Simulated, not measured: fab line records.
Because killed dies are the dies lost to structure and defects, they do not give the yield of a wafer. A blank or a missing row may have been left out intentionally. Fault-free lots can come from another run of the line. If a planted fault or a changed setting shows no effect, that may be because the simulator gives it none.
Which tool was responsible? ; flow n5Finfet ; 72 wafers from 24 lots sampled at 5 of the route's 1938 steps

## WHAT EACH GAUGE READ, for each wafer
N5_BEOL_M15_OVL_MEAS_29.
lot;measured;on;M15_OVL (nm)
L074;day 11 21:22;overlay-01;-2 -4 3
L076;day 12 09:44;overlay-02;-6 -4 -1
L075;day 12 13:13;overlay-01;-3 -4 5
L077;day 13 05:46;overlay-01;-5 6 3
L078;day 13 10:54;overlay-01;-14 2 -4
L079;day 13 14:49;overlay-01;2 -5 -4
L080;day 13 16:21;overlay-02;-6 -7 -7
L082;day 14 03:52;overlay-01;0 -4 3
L081;day 14 04:31;overlay-01;-9 0 -4
L083;day 14 06:08;overlay-01;2 8 7
L084;day 14 07:00;overlay-02;10 2 -1
L085;day 14 19:49;overlay-01;7 7 -7
L087;day 14 22:54;overlay-01;-3 -6 -4
L086;day 15 05:46;overlay-01;1 7 5
L089;day 15 19:15;overlay-02;-12 -12 2
L090;day 15 20:20;overlay-01;6 1 10
L088;day 15 19:51;overlay-01;-1 0 -7
L092;day 16 10:45;overlay-01;-5 -2 0
L093;day 16 15:13;overlay-02;9 8 -2
L091;day 17 03:38;overlay-01;-2 -10 -7
L096;day 17 06:41;overlay-01;13 13 -3
L094;day 17 08:27;overlay-02;-5 -13 -3
L095;day 17 12:06;overlay-02;1 -8 1
L097;day 18 00:00;overlay-01;-12 -5 -13

N5_BEOL_M15_INSPECT_30: inspects for defects (macro).
lot;measured;on;rawDefectCount
L074;day 11 21:23;defectInspect-01;3 4 0
L076;day 12 09:45;defectInspect-02;1 0 0
L075;day 12 13:15;defectInspect-01;5 3 1
L077;day 13 05:48;defectInspect-02;2 6 1
L078;day 13 10:55;defectInspect-02;0 0 1
L079;day 13 14:50;defectInspect-02;2 4 1
L080;day 13 16:23;defectInspect-01;1 2 2
L082;day 14 03:53;defectInspect-01;1 3 4
L081;day 14 04:33;defectInspect-01;0 3 1
L083;day 14 06:10;defectInspect-01;2 1 2
L084;day 14 07:01;defectInspect-01;3 1 5
L085;day 14 19:51;defectInspect-02;1 0 2
L087;day 14 22:56;defectInspect-01;2 2 2
L086;day 15 05:48;defectInspect-01;1 3 2
L089;day 15 19:17;defectInspect-01;1 4 1
L090;day 15 20:22;defectInspect-02;2 1 0
L088;day 15 19:53;defectInspect-02;3 5 1
L092;day 16 10:46;defectInspect-02;0 4 2
L093;day 16 15:14;defectInspect-02;0 2 1
L091;day 17 03:40;defectInspect-02;3 3 0
L096;day 17 06:43;defectInspect-02;3 0 2
L094;day 17 08:29;defectInspect-01;2 1 4
L095;day 17 12:07;defectInspect-01;3 4 3
L097;day 18 00:02;defectInspect-01;1 2 3

N5_BEOL_M15_INSPECT_55: inspects for defects (darkfield).
lot;measured;on;rawDefectCount
L074;day 12 00:40;defectInspect-01;87 120 97
L076;day 12 14:37;defectInspect-01;125 67 71
L075;day 12 23:29;defectInspect-02;64 54 72
L077;day 13 09:52;defectInspect-01;65 43 59
L078;day 13 14:08;defectInspect-01;69 76 87
L079;day 13 20:46;defectInspect-02;49 46 51
L080;day 13 21:18;defectInspect-02;103 80 77
L082;day 14 11:49;defectInspect-02;79 85 88
L081;day 14 11:58;defectInspect-02;63 86 90
L083;day 14 13:21;defectInspect-02;60 99 115
L084;day 14 14:01;defectInspect-01;54 74 36
L085;day 14 22:19;defectInspect-02;69 66 85
L087;day 15 03:11;defectInspect-02;93 133 84
L086;day 15 11:32;defectInspect-02;73 102 63
L089;day 15 22:55;defectInspect-01;95 77 45
L090;day 15 23:47;defectInspect-02;70 79 61
L088;day 15 23:35;defectInspect-02;70 36 67
L092;day 16 13:17;defectInspect-02;93 90 64
L093;day 16 18:44;defectInspect-02;46 48 50
L091;day 17 08:34;defectInspect-02;75 101 98
L096;day 17 11:11;defectInspect-02;54 62 33
L094;day 17 14:28;defectInspect-02;45 51 68
L095;day 17 14:55;defectInspect-01;50 64 67
L097;day 18 02:32;defectInspect-02;61 71 55

## WHAT TOOL EACH LOT RAN ON (gives the tool, then ch and the chambers of the sampled wafers, and finally the start)
lot;N5_BEOL_M14_DEGAS_41;N5_BEOL_M15_ETCH_59
L074;pvdSputter-03, day 11 17:17;rieDiel-03 ch 0,3, day 11 19:49
L076;pvdSputter-02, day 12 06:13;rieDiel-03 ch 1,2,3, day 12 08:22
L075;pvdSputter-02, day 12 09:16;rieDiel-03 ch 0,1,3, day 12 11:50
L077;pvdSputter-03, day 13 01:40;rieDiel-03 ch 0,2,3, day 13 04:17
L078;pvdSputter-01, day 13 06:59;rieDiel-06 ch 1,2, day 13 09:23
L079;pvdSputter-02, day 13 10:36;rieDiel-04 ch 1,3, day 13 13:17
L080;pvdSputter-02, day 13 12:30;rieDiel-06 ch 0,1,3, day 13 14:45
L082;pvdSputter-02, day 14 00:18;rieDiel-03 ch 1,3, day 14 02:22
L081;pvdSputter-02, day 14 00:53;rieDiel-03 ch 1,3, day 14 03:07
L083;pvdSputter-03, day 14 02:32;rieDiel-04 ch 0,1, day 14 04:46
L084;pvdSputter-03, day 14 03:22;rieDiel-03 ch 0,3, day 14 05:31
L085;pvdSputter-03, day 14 15:50;rieDiel-04 ch 0,1,2, day 14 18:10
L087;pvdSputter-01, day 14 19:16;rieDiel-04 ch 1,3, day 14 21:25
L086;pvdSputter-02, day 15 01:55;rieDiel-03 ch 0,1, day 15 04:08
L089;pvdSputter-02, day 15 15:06;rieDiel-04 ch 2,3, day 15 17:52
L090;pvdSputter-02, day 15 15:37;rieDiel-04 ch 0,2,3, day 15 18:26
L088;pvdSputter-03, day 15 15:38;rieDiel-03 ch 0,1, day 15 18:04
L092;pvdSputter-03, day 16 06:33;rieDiel-06 ch 0,1,3, day 16 09:15
L093;pvdSputter-02, day 16 11:42;rieDiel-04 ch 1,2, day 16 13:43
L091;pvdSputter-02, day 17 00:01;rieDiel-03 ch 0,1, day 17 02:09
L096;pvdSputter-01, day 17 03:10;rieDiel-04 ch 1,2, day 17 05:11
L094;pvdSputter-02, day 17 04:13;rieDiel-03 ch 0,3, day 17 06:47
L095;pvdSputter-01, day 17 08:19;rieDiel-06 ch 0,3, day 17 10:41
L097;pvdSputter-01, day 17 20:28;rieDiel-06 ch 0,1, day 17 22:31
- N5_BEOL_M14_DEGAS_41: time 60 s.
- N5_BEOL_M15_ETCH_59: etches BARC in N2/H2, target depth 89 nm, overetch 26.7 nm, time 67.9 s.

## WHAT THE TOOLS THEMSELVES READ (means of the sampled wafers that have a number; where no wafer has one, the mark that the record gives instead)
N5_BEOL_M14_DEGAS_41.
lot;tool;heaterPowerW (W);susceptorTempC (C)
L074;pvdSputter-03;462;299.98
L076;pvdSputter-02;462;299.75
L075;pvdSputter-02;469;300.17
L077;pvdSputter-03;430;299.94
L078;pvdSputter-01;477;299.99
L079;pvdSputter-02;472;300.12
L080;pvdSputter-02;464;300.08
L082;pvdSputter-02;467;300.14
L081;pvdSputter-02;444;300.01
L083;pvdSputter-03;452;299.91
L084;pvdSputter-03;471;299.91
L085;pvdSputter-03;450;299.81
L087;pvdSputter-01;510;299.98
L086;pvdSputter-02;476;300.11
L089;pvdSputter-02;474;300.24
L090;pvdSputter-02;475;299.89
L088;pvdSputter-03;476;300.10
L092;pvdSputter-03;448;300.02
L093;pvdSputter-02;445;299.94
L091;pvdSputter-02;478;300.02
L096;pvdSputter-01;481;300.09
L094;pvdSputter-02;476;299.95
L095;pvdSputter-01;470;300.12
L097;pvdSputter-01;477;300.10

N5_BEOL_M15_ETCH_59.
lot;tool;drypumpMotorCurrentA (A);oesProductAu (a.u.);rfVppV (V);showerheadPlenumPTorr (Torr);throttleValvePct (%)
L074;rieDiel-03;6.0;0.69;523.8;2.58;18.34
L076;rieDiel-03;5.7;0.73;525.3;2.60;17.95
L075;rieDiel-03;5.6;0.69;525.3;2.61;18.16
L077;rieDiel-03;5.6;0.68;523.6;2.55;18.05
L078;rieDiel-06;5.8;0.68;523.0;2.51;17.99
L079;rieDiel-04;5.2;0.63;523.0;2.48;17.91
L080;rieDiel-06;5.7;0.67;522.3;2.51;17.90
L082;rieDiel-03;5.7;0.72;527.5;2.66;18.10
L081;rieDiel-03;6.1;0.71;525.9;2.63;18.29
L083;rieDiel-04;5.7;0.59;523.1;2.52;18.21
L084;rieDiel-03;5.5;0.63;523.7;2.55;18.26
L085;rieDiel-04;5.6;0.66;524.4;2.58;18.16
L087;rieDiel-04;5.3;0.62;522.9;2.48;17.90
L086;rieDiel-03;5.2;0.63;524.8;2.57;18.09
L089;rieDiel-04;5.3;0.71;523.1;2.55;18.05
L090;rieDiel-04;5.6;0.68;523.3;2.57;18.19
L088;rieDiel-03;5.3;0.66;525.9;2.62;18.01
L092;rieDiel-06;5.7;0.64;522.4;2.50;17.93
L093;rieDiel-04;5.4;0.80;524.6;2.57;17.74
L091;rieDiel-03;5.2;0.61;524.1;2.56;18.13
L096;rieDiel-04;5.5;0.76;526.4;2.64;18.01
L094;rieDiel-03;5.9;0.65;523.7;2.56;18.42
L095;rieDiel-06;5.9;0.67;522.5;2.52;17.84
L097;rieDiel-06;5.5;0.61;521.5;2.48;18.03

## THE ANSWER, worked out from the rows above alone
Rule: the lots themselves supply what counts as usual. Put in order of their means at a reading, lots are off if they are a third of the lots or fewer, leave a main group of 4 or more, and stand apart from it by a gap of 3 or more times the standard deviation of the main group's means; of several such gaps the widest counts. A main group is skipped when, at the precision printed for the reading in the tables above, its means are all equal. A lot without any number at a reading at which 4 lots or more have one is off too. The other lots that the step has rows for count as sound. First the gauges in route order, then the tools' own readings, where a lot's mean is used as printed above. At the first step where some lot is off, the reading lying furthest off is the one used; lots without a number count as furthest.
No lot is off at any reading shown: from this, nothing can be told.

## WHAT THE SIMULATOR HAD INSERTED
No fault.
